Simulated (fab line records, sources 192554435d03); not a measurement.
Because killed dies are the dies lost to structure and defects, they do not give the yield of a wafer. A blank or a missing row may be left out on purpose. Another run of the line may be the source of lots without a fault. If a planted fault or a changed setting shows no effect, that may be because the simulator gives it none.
Split-lot study    flow n5 finfet    on a route of 1938 steps: 7 lots, 39 wafers read

== THE SPLIT ITSELF ==
At N5_BEOL_M1_ALD_98 (deposits SiO2, target thk 2.5 nm, pulse time 1 s, co reactant pulse time 1 s), the setting ald cycles was moved away from the recipe's 17 on 18 of the 39 wafers read, by -47.1% to +35.3%. The other wafers ran this setting at the recipe's value.

== FROM THE SPLIT TO THE READING: what the file shows between them, 4 steps ==
- N5_BEOL_M1_ETCHBACK_99: etches SiO2 in CHF3, target depth 5 nm, time 10.4 s
- N5_BEOL_M1_ETCH_70: etches SOC in N2/H2, target depth 80 nm, overetch 16 nm, time 120 s
- N5_BEOL_M1_STRIP_71: strips in N2/H2
- N5_BEOL_M1_STRIP_78: strips in N2/H2

== THE READING ==
BEOL_M1.cd nm (the simulator's own value, which no gauge read), in nm, at N5_BEOL_M1_VIA_ETCH_34 (etches the open film in C4F6/O2, target depth 67.8 nm, time 64.4 s). There is no usual value for it anywhere in the file. Across the 21 wafers here that went through the recipe, the average is 18.0 nm and the standard deviation 0.26 nm.

wafer   tool, chamber at the split  ald cycles as run  against the recipe  BEOL_M1.cd nm, nm  against lot-mates on the recipe
L076.1  ald sin-04, 2,0             17                 recipe              18                 -
L076.4  ald sin-04, 2,0             17                 recipe              18                 -
L076.2  ald sin-04, 3               17                 recipe              17.8               -
L076.3  ald sin-04, 1,1,2           9                  -47.1%              20                 +2.1
L076.5  ald sin-04, 1,1,2           9                  -47.1%              20.2               +2.3
L076.6  ald sin-04, 1,1,2           9                  -47.1%              20.2               +2.3
L077.1  ald sin-02, 0,1,1           13                 -23.5%              19.4               +1.3
L077.2  ald sin-02, 0,1,1           13                 -23.5%              19                 +0.9
L077.5  ald sin-02, 0,1,1           13                 -23.5%              19                 +0.9
L077.3  ald sin-02, 2,3             17                 recipe              18.2               -
L077.4  ald sin-02, 2,3             17                 recipe              18                 -
L077.6  ald sin-02, 0               17                 recipe              18                 -
L079.2  ald sin-02, 3,2,0           17                 recipe              17.8               -
L079.5  ald sin-02, 3,2,0           17                 recipe              17.8               -
L079.3  ald sin-02, 3,2,0           17                 recipe              17.4               -
L080.1  ald sin-01, 1,3,2           17                 recipe              18.2               -
L080.2  ald sin-01, 1,3,2           17                 recipe              18.2               -
L080.3  ald sin-01, 0,1,0           10                 -41.2%              20.2               +2.1
L080.6  ald sin-01, 0,1,0           10                 -41.2%              20.2               +2.1
L080.4  ald sin-01, 1,3,2           17                 recipe              18                 -
L080.5  ald sin-01, 0,1,0           10                 -41.2%              20.4               +2.3
L082.1  ald sin-01, 3,2,1           22                 +29.4%              16.8               -1.3
L082.2  ald sin-01, 3,2,1           22                 +29.4%              16.6               -1.5
L082.4  ald sin-01, 3,2,1           22                 +29.4%              16.6               -1.5
L082.3  ald sin-01, 0,1             17                 recipe              18.2               -
L082.5  ald sin-01, 0               17                 recipe              17.8               -
L082.6  ald sin-01, 0,1             17                 recipe              18.4               -
L083.1  ald sin-01, 2,0,3           9                  -47.1%              20.6               +2.3
L083.2  ald sin-01, 2,0,3           9                  -47.1%              20                 +1.7
L083.3  ald sin-01, 1,2,1           17                 recipe              18.4               -
L083.5  ald sin-01, 1,2,1           17                 recipe              18.4               -
L083.4  ald sin-01, 2,0,3           9                  -47.1%              20.2               +1.9
L083.6  ald sin-01, 1,2,1           17                 recipe              18.2               -
L097.1  ald sin-04, 1,3,1           23                 +35.3%              16.2               -1.8
L097.2  ald sin-04, 0,2,2           17                 recipe              17.8               -
L097.4  ald sin-04, 0,2,2           17                 recipe              17.8               -
L097.3  ald sin-04, 1,3,1           23                 +35.3%              16.4               -1.6
L097.5  ald sin-04, 1,3,1           23                 +35.3%              15.8               -2.2
L097.6  ald sin-04, 0,2,2           17                 recipe              18.4               -
The file does not say which wafer passed through which chamber wherever a row lists several chambers: such a row stands for several wafers.

FIT RESULTS
A straight line over all 39 wafers: BEOL_M1.cd nm changes by -0.049 nm for each +1% of ald cycles; r = -0.98; the points scatter about the line by 0.25 nm.
The same after taking each lot's own level away (the mean of its wafers on the recipe; 39 wafers): -0.0478 nm for each +1%; r = -0.99; scatter 0.21 nm.
That fit puts the effect of the largest move of ald cycles on the reading at 2.2 nm.
Measured against the standard deviation above, the lots' own levels, which go from 17.67 to 18.33 nm, span 2.6 times it.
The two slopes are in agreement: the lot-to-lot level therefore moves the slope only a little.
Check: for one of the wafers moved furthest among these (-47.1%), held out of the fit, the line's prediction against its lot-mates is +2.23 nm. It came out at +2.07 nm against them.

== THE OTHER SPLITS THESE WAFERS WENT THROUGH ==
These wafers also went through other splits before the reading. Each is held against what the fit with the lots' levels taken away leaves over:
other split on the same wafers               wafers away from the commonest value  r with BEOL_M1.cd nm (lot level and that fit taken away)
N5_ZERO_LAYER_DEVELOP_10 develop time s      9                                     -0.06
N5_FIN_SAQP_ETCH_65 time s                   15                                    +0.13
N5_SD_EPI_P_EPI_21 epi growth time s         15                                    +0.00
N5_MOL_CONTACT_COAG_ETCH_106 target depth a  9                                     +0.12

== THE WHOLE CHAIN: every reading that the file lists as answering this split, in the file's order ==
step                    what it does                                                                  reading                                                                         change (the file's fit)                 r (the file's)
N5_BEOL_M1_ALD_98       deposits SiO2, target thk 2.5 nm, pulse time 1 s, co reactant pulse time 1 s  SiO2_of_BEOL_M1_ALD_98.thk nm (the simulator's own value, which no gauge read)  +0.0236 nm for each +1% of the setting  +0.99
N5_BEOL_M1_VIA_ETCH_34  etches the open film in C4F6/O2, target depth 67.8 nm, time 64.4 s            BEOL_M1.cd nm (the simulator's own value, which no gauge read)                  -0.0474 nm for each +1% of the setting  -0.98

== THE FILE'S OWN FIT ==
BEOL_M1.cd nm changes by -0.0474 nm for each +1% of ald cycles, r = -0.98.
